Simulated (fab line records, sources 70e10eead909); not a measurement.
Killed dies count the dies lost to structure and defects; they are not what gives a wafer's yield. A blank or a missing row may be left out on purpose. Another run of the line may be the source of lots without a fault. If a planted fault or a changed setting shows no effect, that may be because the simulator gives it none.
Which of the tools did it? :: flow nandHarc :: 11 lots, 33 wafers sampled, at 6 steps of a route of 1159

WHAT THE GAUGES READ, wafer by wafer
NHARC_P_ZERO_WELL_CD_MEAS_52: target cd 2000 nm. Usual: 1999.8 nm for cdNm, sd 1.3.
lot: L151
measured: day 1 23:42
on: cdSem-02
cdNm (nm): 2000.2 1998.8 1998.7
flag: 

lot: L154
measured: day 2 17:40
on: cdSem-03
cdNm (nm): 1999.8 1998.8 2001.2
flag: 

lot: L159
measured: day 3 23:45
on: cdSem-03
cdNm (nm): 1997.8 1998.7 1999.8
flag: 

lot: L160
measured: day 4 05:56
on: cdSem-01
cdNm (nm): 2000.5 2001.4 2000.5
flag: 

lot: L161
measured: day 4 11:41
on: cdSem-01
cdNm (nm): 2000.5 1998.7 2001.1
flag: 

lot: L162
measured: day 4 17:39
on: cdSem-01
cdNm (nm): - - -
flag: OFF

lot: L166
measured: day 5 17:38
on: cdSem-01
cdNm (nm): 1997.8 1999.3 1997.6
flag: 

lot: L168
measured: day 6 05:42
on: cdSem-03
cdNm (nm): 2001.2 1999.0 2000.1
flag: 

lot: L170
measured: day 6 17:48
on: cdSem-01
cdNm (nm): 2000.4 2000.0 1998.5
flag: 

lot: L172
measured: day 7 05:47
on: cdSem-01
cdNm (nm): 1999.2 1999.9 1999.2
flag: 

lot: L173
measured: day 7 11:47
on: cdSem-02
cdNm (nm): 1999.0 2000.9 1998.7
flag: 

NHARC_END_SORT_01. Usual: killedAtArray 26, standard deviation 9.9; killedAtOther 0.8, standard deviation 1; killedAtPeriphery 2.8, standard deviation 2.2; killedDies 29, standard deviation 9.9; killedOpen 3.2, standard deviation 1.8; killedShort 2.1, standard deviation 1.4.
lot: L159
measured: day 21 18:07
on: prober-02
killedAtArray: 24 16 17
killedAtOther: 0 1 2
killedAtPeriphery: 1 1 0
killedDies: 25 18 19
killedOpen: 4 2 1
killedShort: 3 3 0
flag: 

lot: L160
measured: day 22 01:08
on: prober-01
killedAtArray: 15 19 18
killedAtOther: 1 0 0
killedAtPeriphery: 1 1 2
killedDies: 17 20 20
killedOpen: 3 2 1
killedShort: 2 3 0
flag: 

lot: L161
measured: day 22 00:26
on: prober-02
killedAtArray: 43 30 31
killedAtOther: 0 2 0
killedAtPeriphery: 1 2 3
killedDies: 44 34 34
killedOpen: 3 0 4
killedShort: 1 1 0
flag: 

lot: L162
measured: day 22 13:28
on: prober-02
killedAtArray: 26 26 23
killedAtOther: 0 1 1
killedAtPeriphery: 651 650 653
killedDies: 677 677 677
killedOpen: 4 8 4
killedShort: 2 1 1
flag: OFF

EACH LOT AND THE TOOL THAT RAN IT (in order: tool; ch and the chambers of the sampled wafers; start)
lot: L151
NHARC_P_ZERO_WELL_DESCUM_39: rieDiel-01 ch 0,3, day 1 22:13
NHARC_P_ZERO_WELL_EXPOSE_49: krfScanner-04 ch 0, day 1 23:33
NHARC_P_ZERO_WELL_DESCUM_54: rieDiel-05 ch 0,2,3, day 1 23:54
NHARC_P_STI_ETCH_31: rieDiel-12 ch 0,2,3, no start

lot: L154
NHARC_P_ZERO_WELL_DESCUM_39: rieDiel-01 ch 0,1,2, day 2 16:12
NHARC_P_ZERO_WELL_EXPOSE_49: krfScanner-03 ch 0, day 2 17:31
NHARC_P_ZERO_WELL_DESCUM_54: rieDiel-05 ch 0,1,3, day 2 17:50
NHARC_P_STI_ETCH_31: rieDiel-12 ch 0,2, no start

lot: L159
NHARC_P_ZERO_WELL_DESCUM_39: rieDiel-03 ch 0,1,3, day 3 22:17
NHARC_P_ZERO_WELL_EXPOSE_49: krfScanner-04 ch 0, day 3 23:36
NHARC_P_ZERO_WELL_DESCUM_54: rieDiel-01 ch 1,2,3, day 3 23:55
NHARC_P_STI_ETCH_31: rieDiel-12 ch 1,2,3, day 21 18:07 or earlier

lot: L160
NHARC_P_ZERO_WELL_DESCUM_39: rieDiel-01 ch 0,1, day 4 04:29
NHARC_P_ZERO_WELL_EXPOSE_49: krfScanner-03 ch 0, day 4 05:47
NHARC_P_ZERO_WELL_DESCUM_54: rieDiel-01 ch 1,2, day 4 06:07
NHARC_P_STI_ETCH_31: rieDiel-06 ch 1,2,3, day 22 01:08 or earlier

lot: L161
NHARC_P_ZERO_WELL_DESCUM_39: rieDiel-03 ch 0,1,3, day 4 10:21
NHARC_P_ZERO_WELL_EXPOSE_49: krfScanner-03 ch 0, day 4 11:32
NHARC_P_ZERO_WELL_DESCUM_54: rieDiel-05 ch 1,2, day 4 11:53
NHARC_P_STI_ETCH_31: rieDiel-12 ch 1,2,3, day 22 00:26 or earlier

lot: L162
NHARC_P_ZERO_WELL_DESCUM_39: rieDiel-01 ch 0,1,3, day 4 16:19
NHARC_P_ZERO_WELL_EXPOSE_49: krfScanner-03 ch 0, day 4 17:29
NHARC_P_ZERO_WELL_DESCUM_54: rieDiel-05 ch 1,3, day 4 17:49
NHARC_P_STI_ETCH_31: -

lot: L166
NHARC_P_ZERO_WELL_DESCUM_39: rieDiel-01 ch 1,2,3, day 5 16:17
NHARC_P_ZERO_WELL_EXPOSE_49: krfScanner-03 ch 0, day 5 17:28
NHARC_P_ZERO_WELL_DESCUM_54: rieDiel-05 ch 1,2,3, day 5 17:49
NHARC_P_STI_ETCH_31: rieDiel-06 ch 0,2,3, no start

lot: L168
NHARC_P_ZERO_WELL_DESCUM_39: rieDiel-05 ch 1,3, day 6 04:20
NHARC_P_ZERO_WELL_EXPOSE_49: krfScanner-03 ch 0, day 6 05:33
NHARC_P_ZERO_WELL_DESCUM_54: rieDiel-01 ch 1,3, day 6 05:52
NHARC_P_STI_ETCH_31: rieDiel-04 ch 1,2,3, no start

lot: L170
NHARC_P_ZERO_WELL_DESCUM_39: rieDiel-05 ch 1,2,3, day 6 16:19
NHARC_P_ZERO_WELL_EXPOSE_49: krfScanner-03 ch 0, day 6 17:39
NHARC_P_ZERO_WELL_DESCUM_54: rieDiel-01 ch 0,1, day 6 17:58
NHARC_P_STI_ETCH_31: rieDiel-12 ch 0,1,2, no start

lot: L172
NHARC_P_ZERO_WELL_DESCUM_39: rieDiel-05 ch 2,3, day 7 04:16
NHARC_P_ZERO_WELL_EXPOSE_49: krfScanner-03 ch 0, day 7 05:38
NHARC_P_ZERO_WELL_DESCUM_54: rieDiel-05 ch 1,3, day 7 05:59
NHARC_P_STI_ETCH_31: rieDiel-04 ch 1,2,3, no start

lot: L173
NHARC_P_ZERO_WELL_DESCUM_39: rieDiel-01 ch 1,2,3, day 7 10:25
NHARC_P_ZERO_WELL_EXPOSE_49: krfScanner-03 ch 0, day 7 11:37
NHARC_P_ZERO_WELL_DESCUM_54: rieDiel-01 ch 2,3, day 7 11:57
NHARC_P_STI_ETCH_31: rieDiel-04 ch 0,1, no start
- NHARC_P_ZERO_WELL_DESCUM_39: chemistry O2, time 3 s.
- NHARC_P_ZERO_WELL_EXPOSE_49: exposes mask P HVPW, target cd 2000 nm.
- NHARC_P_ZERO_WELL_DESCUM_54: chemistry O2, time 3 s.
- NHARC_P_STI_ETCH_31: etches the open film in CF4/CHF3, target depth 108.9 nm, time 54.5 s.

AS READ BY THE TOOLS THEMSELVES (means over the sampled wafers that have a number; for cases with no such wafer, the mark the record gives instead)
NHARC_P_ZERO_WELL_DESCUM_39. Usual: drypumpMotorCurrentA 5.8 A, standard deviation 0.54; oesProductAu 1.003 a.u., standard deviation 0.0072; rfVppV 57.6 V, standard deviation 0.8; showerheadPlenumPTorr 1.89 Torr, standard deviation 0.088; throttleValvePct 11.312 %, standard deviation 0.0085.
lot: L151
tool: rieDiel-01
drypumpMotorCurrentA (A): 6.6
oesProductAu (a.u.): 1.000
rfVppV (V): 57.5
showerheadPlenumPTorr (Torr): 1.86
throttleValvePct (%): 11.310
flag: 

lot: L154
tool: rieDiel-01
drypumpMotorCurrentA (A): 5.7
oesProductAu (a.u.): 1.009
rfVppV (V): 57.4
showerheadPlenumPTorr (Torr): 1.98
throttleValvePct (%): 11.304
flag: 

lot: L159
tool: rieDiel-03
drypumpMotorCurrentA (A): 5.7
oesProductAu (a.u.): 1.010
rfVppV (V): 57.5
showerheadPlenumPTorr (Torr): 1.84
throttleValvePct (%): 11.315
flag: 

lot: L160
tool: rieDiel-01
drypumpMotorCurrentA (A): 6.0
oesProductAu (a.u.): 1.008
rfVppV (V): 58.3
showerheadPlenumPTorr (Torr): 1.96
throttleValvePct (%): 11.314
flag: 

lot: L161
tool: rieDiel-03
drypumpMotorCurrentA (A): 5.7
oesProductAu (a.u.): 0.998
rfVppV (V): 57.2
showerheadPlenumPTorr (Torr): 1.84
throttleValvePct (%): 11.319
flag: 

lot: L162
tool: rieDiel-01
drypumpMotorCurrentA (A): 6.2
oesProductAu (a.u.): 0.995
rfVppV (V): 57.6
showerheadPlenumPTorr (Torr): 1.89
throttleValvePct (%): 11.306
flag: 

lot: L166
tool: rieDiel-01
drypumpMotorCurrentA (A): 5.8
oesProductAu (a.u.): 1.006
rfVppV (V): 57.6
showerheadPlenumPTorr (Torr): 1.91
throttleValvePct (%): 11.311
flag: 

lot: L168
tool: rieDiel-05
drypumpMotorCurrentA (A): 5.8
oesProductAu (a.u.): 1.007
rfVppV (V): 58.4
showerheadPlenumPTorr (Torr): 1.89
throttleValvePct (%): 11.315
flag: 

lot: L170
tool: rieDiel-05
drypumpMotorCurrentA (A): 5.9
oesProductAu (a.u.): 1.005
rfVppV (V): 56.8
showerheadPlenumPTorr (Torr): 1.91
throttleValvePct (%): 11.312
flag: 

lot: L172
tool: rieDiel-05
drypumpMotorCurrentA (A): 6.3
oesProductAu (a.u.): 0.997
rfVppV (V): 58.2
showerheadPlenumPTorr (Torr): 1.95
throttleValvePct (%): 11.312
flag: 

lot: L173
tool: rieDiel-01
drypumpMotorCurrentA (A): 5.8
oesProductAu (a.u.): 1.002
rfVppV (V): 57.6
showerheadPlenumPTorr (Torr): 1.91
throttleValvePct (%): 11.315
flag: 

NHARC_P_ZERO_WELL_DESCUM_54. Usual: drypumpMotorCurrentA 5.9 A, standard deviation 0.58; oesProductAu 1.004 a.u., standard deviation 0.0069; rfVppV 57.8 V, standard deviation 0.95; showerheadPlenumPTorr 1.91 Torr, standard deviation 0.088; throttleValvePct 11.311 %, standard deviation 0.0087.
lot: L151
tool: rieDiel-05
drypumpMotorCurrentA (A): 5.8
oesProductAu (a.u.): 1.001
rfVppV (V): 57.9
showerheadPlenumPTorr (Torr): 1.92
throttleValvePct (%): 11.310
flag: 

lot: L154
tool: rieDiel-05
drypumpMotorCurrentA (A): 5.4
oesProductAu (a.u.): 1.001
rfVppV (V): 57.0
showerheadPlenumPTorr (Torr): 1.85
throttleValvePct (%): 11.317
flag: 

lot: L159
tool: rieDiel-01
drypumpMotorCurrentA (A): 5.8
oesProductAu (a.u.): 1.007
rfVppV (V): 58.1
showerheadPlenumPTorr (Torr): 1.91
throttleValvePct (%): 11.306
flag: 

lot: L160
tool: rieDiel-01
drypumpMotorCurrentA (A): 5.4
oesProductAu (a.u.): 1.008
rfVppV (V): 58.5
showerheadPlenumPTorr (Torr): 1.95
throttleValvePct (%): 11.311
flag: 

lot: L161
tool: rieDiel-05
drypumpMotorCurrentA (A): 5.6
oesProductAu (a.u.): 1.005
rfVppV (V): 58.0
showerheadPlenumPTorr (Torr): 1.87
throttleValvePct (%): 11.312
flag: 

lot: L162
tool: rieDiel-05
drypumpMotorCurrentA (A): 5.8
oesProductAu (a.u.): 1.006
rfVppV (V): 57.6
showerheadPlenumPTorr (Torr): 1.89
throttleValvePct (%): 11.315
flag: 

lot: L166
tool: rieDiel-05
drypumpMotorCurrentA (A): 5.9
oesProductAu (a.u.): 1.003
rfVppV (V): 57.3
showerheadPlenumPTorr (Torr): 1.91
throttleValvePct (%): 11.306
flag: 

lot: L168
tool: rieDiel-01
drypumpMotorCurrentA (A): 6.3
oesProductAu (a.u.): 1.008
rfVppV (V): 56.9
showerheadPlenumPTorr (Torr): 1.83
throttleValvePct (%): 11.317
flag: 

lot: L170
tool: rieDiel-01
drypumpMotorCurrentA (A): 5.8
oesProductAu (a.u.): 1.000
rfVppV (V): 57.2
showerheadPlenumPTorr (Torr): 1.93
throttleValvePct (%): 11.307
flag: 

lot: L172
tool: rieDiel-05
drypumpMotorCurrentA (A): 5.4
oesProductAu (a.u.): 1.001
rfVppV (V): 57.9
showerheadPlenumPTorr (Torr): 1.84
throttleValvePct (%): 11.308
flag: 

lot: L173
tool: rieDiel-01
drypumpMotorCurrentA (A): 6.2
oesProductAu (a.u.): 1.003
rfVppV (V): 57.0
showerheadPlenumPTorr (Torr): 1.87
throttleValvePct (%): 11.309
flag: 

NHARC_P_STI_ETCH_31. Usual: chf3FlowSccm 29.99 sccm, standard deviation 0.1; drypumpMotorCurrentA 5.9 A, standard deviation 0.49; oesProductAu 0.959 a.u., standard deviation 0.017; rfVppV 370.5 V, standard deviation 2; showerheadPlenumPTorr 1.57 Torr, standard deviation 0.058; throttleValvePct 16.803 %, standard deviation 0.0087.
lot: L151
tool: rieDiel-12
chf3FlowSccm (sccm): 29.99
drypumpMotorCurrentA (A): 6.1
oesProductAu (a.u.): 0.964
rfVppV (V): 371.4
showerheadPlenumPTorr (Torr): 1.61
throttleValvePct (%): 16.799
flag: 

lot: L154
tool: rieDiel-12
chf3FlowSccm (sccm): 30.04
drypumpMotorCurrentA (A): 6.3
oesProductAu (a.u.): 0.918
rfVppV (V): 373.2
showerheadPlenumPTorr (Torr): 1.64
throttleValvePct (%): 16.799
flag: 

lot: L159
tool: rieDiel-12
chf3FlowSccm (sccm): 29.97
drypumpMotorCurrentA (A): 5.8
oesProductAu (a.u.): 0.942
rfVppV (V): 371.2
showerheadPlenumPTorr (Torr): 1.58
throttleValvePct (%): 16.791
flag: 

lot: L160
tool: rieDiel-06
chf3FlowSccm (sccm): 30.03
drypumpMotorCurrentA (A): 5.9
oesProductAu (a.u.): 0.962
rfVppV (V): 370.7
showerheadPlenumPTorr (Torr): 1.59
throttleValvePct (%): 16.817
flag: 

lot: L161
tool: rieDiel-12
chf3FlowSccm (sccm): 30.03
drypumpMotorCurrentA (A): 5.8
oesProductAu (a.u.): 0.969
rfVppV (V): 370.8
showerheadPlenumPTorr (Torr): 1.58
throttleValvePct (%): 16.797
flag: 

lot: L166
tool: rieDiel-06
chf3FlowSccm (sccm): 29.88
drypumpMotorCurrentA (A): 6.0
oesProductAu (a.u.): 0.966
rfVppV (V): 371.8
showerheadPlenumPTorr (Torr): 1.64
throttleValvePct (%): 16.795
flag: 

lot: L168
tool: rieDiel-04
chf3FlowSccm (sccm): 29.94
drypumpMotorCurrentA (A): 6.0
oesProductAu (a.u.): 0.961
rfVppV (V): 368.5
showerheadPlenumPTorr (Torr): 1.51
throttleValvePct (%): 16.807
flag: 

lot: L170
tool: rieDiel-12
chf3FlowSccm (sccm): 29.89
drypumpMotorCurrentA (A): 6.1
oesProductAu (a.u.): 0.966
rfVppV (V): 371.8
showerheadPlenumPTorr (Torr): 1.61
throttleValvePct (%): 16.801
flag: 

lot: L172
tool: rieDiel-04
chf3FlowSccm (sccm): 30.06
drypumpMotorCurrentA (A): 6.0
oesProductAu (a.u.): 0.962
rfVppV (V): 368.1
showerheadPlenumPTorr (Torr): 1.51
throttleValvePct (%): 16.799
flag: 

lot: L173
tool: rieDiel-04
chf3FlowSccm (sccm): 29.92
drypumpMotorCurrentA (A): 5.1
oesProductAu (a.u.): 0.962
rfVppV (V): 370.8
showerheadPlenumPTorr (Torr): 1.60
throttleValvePct (%): 16.803
flag: 

THE ANSWER, worked out from the rows above alone
Rule: a lot is off if the mean of its wafers that have a number lies more than 3 standard deviations from the usual mean. Also off: a lot with no number at a reading for which 4 or more lots have one. Any other lot the step has rows for is counted as sound. First the gauges in route order, then the tools' own readings, where a lot's mean is used as printed above. The first step at which some lot is off is used, and at that step the reading that is off furthest; a lot without a number counts as furthest.
Off: L162, at NHARC_P_ZERO_WELL_CD_MEAS_52 (cdNm). Without a number there: L162.
If a tool, at a process step before that reading, ran all the lots that are off and no sound lot after the first of them, it fits. The gauges at NHARC_P_ZERO_WELL_CD_MEAS_52 aren't tried: what is off there is off at NHARC_END_SORT_01 too, on other tools, and a gauge's error can't cause that. Of those tried, none fits.

WHAT HAD BEEN PUT IN BY THE SIMULATOR
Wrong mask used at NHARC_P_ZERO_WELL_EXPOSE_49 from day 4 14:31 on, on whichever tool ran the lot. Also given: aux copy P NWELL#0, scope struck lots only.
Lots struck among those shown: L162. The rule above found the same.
